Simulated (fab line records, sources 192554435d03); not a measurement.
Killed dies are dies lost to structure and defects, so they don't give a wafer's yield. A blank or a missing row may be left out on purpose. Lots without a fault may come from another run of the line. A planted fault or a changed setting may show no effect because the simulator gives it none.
Chamber matching | flow n5_finfet | N5_MOL_CONTACT_COAG_ALD_20 on ald_metal-02: 4 sister chambers
The step deposits TiN, target thk 1.5 nm, pulse time 1 s, purge time 3 s. 4 wafers are shown with their chamber, then 6 later ones without.

WAFERS WITH THEIR CHAMBER
wafer  | chamber | heater_power_w (W)
L215.3 | 0       | 851
L230.1 | 3       | 750
L230.5 | 2       | 823
L230.6 | 1       | 913

WAFERS WITHOUT THEIR CHAMBER
wafer  | heater_power_w (W)
L232.2 | 740
L232.4 | 853
L232.6 | 854
L233.3 | 739
L233.5 | 742
L233.6 | 860

WHICH CHAMBER EACH WENT THROUGH
wafer  | from the rows above | in truth
L232.2 | 3                   | 3
L232.4 | 0                   | 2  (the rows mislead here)
L232.6 | 0                   | 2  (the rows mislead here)
L233.3 | 3                   | 3
L233.5 | 3                   | 3
L233.6 | 0                   | 0
Placed correctly: 4 of 6. Can't be placed from these rows: 0. Placed wrongly: 2.
How it was worked out, from the rows above alone: a wafer's distance from a chamber is the root of the sum, over the readings, of the square of ((its reading less the chamber's mean) divided by the reading's scatter). The wafer belongs to the nearest chamber; if the next one is less than 2 further off, it can't be placed. A chamber's mean is the mean of its shown wafers. The scatter: with one shown wafer a chamber, the root of the mean of the squares of how far each hidden wafer lies from its nearest shown one.
